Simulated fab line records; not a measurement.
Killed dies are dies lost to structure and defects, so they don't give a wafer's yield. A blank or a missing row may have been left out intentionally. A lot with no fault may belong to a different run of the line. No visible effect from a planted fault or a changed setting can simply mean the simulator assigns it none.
Comparing a struck lot with a sound one ; flow n5_finfet ; 15 out of 1938 route steps
Sound: these wafers, L176.2, L176.3, L176.5. Wafers struck: L180.1, L180.3, L180.6. The cause comes at the end.
For every step that has rows: the tool of each side, followed by ch and its chambers, followed by its first start. Under that, the readings that differ: sound wafers ; struck wafers ; difference of the means ; sigmas: that difference in standard deviations of wafers without a fault.
alike: words and numbers the same on both sides, and readings whose means are apart by under 2 such deviations; not compared: readings that were withheld, readings missing a value for some wafer, numbers with overlapping values and no deviation given by the record, and bounds like >300 which may hide the same value.
A row with sigmas, a row that says differs or no value, or rows on one side alone: a step with any of these is where the two part. Numbers that don't overlap but have no deviation are shown without sigmas and don't part them. Lack of a reading on every wafer of one side parts them only where that side has two or more wafers.

first, 7 steps without rows for these wafers: N5_BEOL_M9_COAT_75 (time 60 s, resist thk 5 nm); N5_BEOL_M9_COAT_22 (resist thk 30 nm); N5_BEOL_M9_EBR_24; N5_BEOL_M9_SOFTBAKE_23 (time 60 s); N5_BEOL_M9_EXPOSE_25 (exposes mask V8); N5_BEOL_M9_PEB_26 (peb time 60 s); N5_BEOL_M9_DEVELOP_27 (develop time 30 s).
N5_BEOL_M9_CD_MEAS_28: the cd target is 70 nm.
  sound on cd_sem-03 ch 0, day 10 00:43; struck on cd_sem-02 ch 0, day 12 07:14
  alike: cd_nm
N5_BEOL_M9_OVL_MEAS_29:
  sound on overlay-01 ch 0, day 10 00:45; struck on overlay-02 ch 0, day 12 07:16
  alike: V8_OVL
N5_BEOL_M9_INSPECT_30: inspects for defects (brightfield).
  sound: defect_inspect-01 at day 10 00:48; struck: defect_inspect-01 at day 12 07:19
  alike: raw_defect_count
N5_BEOL_M9_DESCUM_33: chemistry O2, time 7 s.
  sound on rie_diel-05 ch 0,2,3, day 10 00:50; struck on rie_diel-05 ch 0,3, day 12 07:21
  alike: drypump_motor_current_A, oes_product_au, rf_vpp_V, showerhead_plenum_p_Torr, throttle_valve_pct
  not compared: rf_hours_counter_h
N5_BEOL_M9_ETCH_76: etches underlayer in N2/H2, target depth 6.5 nm, time 5.2 s.
  sound on rie_diel-05 ch 0,2,3, day 10 00:52; struck on rie_diel-05 ch 0,3, day 12 07:23
  alike: drypump_motor_current_A, etch_rf_on_time_s, h2_flow_sccm, oes_product_au, rf_vpp_V, showerhead_plenum_p_Torr, throttle_valve_pct
  not compared: rf_hours_counter_h
N5_BEOL_M9_ETCH_65: etches SiARC in CF4, target depth 15.6 nm, time 26 s.
  sound on rie_diel-05 ch 0,2,3, day 10 00:53; struck on rie_diel-05 ch 0,3, day 12 07:24
reading;sound;struck;difference;sigmas
cf4_flow_sccm (sccm);99.7 100.4 99.8;77.1 77.7 77.6;-22.5;-75
throttle_valve_pct (%);15.97 15.16 15.45;14.52 14.25 14.52;-1.10;-5
  alike: drypump_motor_current_A, etch_rf_on_time_s, oes_product_au, rf_vpp_V, showerhead_plenum_p_Torr
  not compared: rf_hours_counter_h
N5_BEOL_M9_ETCH_66: etches SOC in N2/H2, target depth 80 nm, overetch 16 nm, time 120 s.
  sound on rie_diel-05 ch 0,2,3, day 10 00:55; struck on rie_diel-05 ch 0,3, day 12 07:26
  alike: drypump_motor_current_A, h2_flow_sccm, oes_product_au, rf_vpp_V, showerhead_plenum_p_Torr, throttle_valve_pct
  not compared: rf_hours_counter_h
-- a jump in the record: the struck wafers' starts before and after are 3 days apart (it breaks off in module BEOL_M9 and resumes in module PASSIVATION, where the first step shown is number 1936 of the route) --
N5_PASSIVATION_PROBE_49:
  sound: prober-01 at day 12 04:09; struck: prober-02 at day 14 20:57
  alike: defect_limited_yield, killed_at_M0_to_M3, killed_at_M4_up, killed_at_contacts, killed_at_front_end, killed_at_other, killed_dies, killed_open, killed_short, sort_bin_5_function, sort_bin_6_memory, sort_n_pass, sort_yield_pct

== WHERE THEY PART ==
At N5_BEOL_M9_ETCH_65 and nowhere else, as far as this record goes. Later steps at which nothing parts them and some readings are alike: N5_BEOL_M9_ETCH_66, N5_PASSIVATION_PROBE_49.

WHY: what had been put in by the simulator
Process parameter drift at N5_BEOL_M9_ETCH_65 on rie_diel-05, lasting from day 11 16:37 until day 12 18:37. Setting cf4_flow_sccm shifted by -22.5 from 100. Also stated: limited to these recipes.
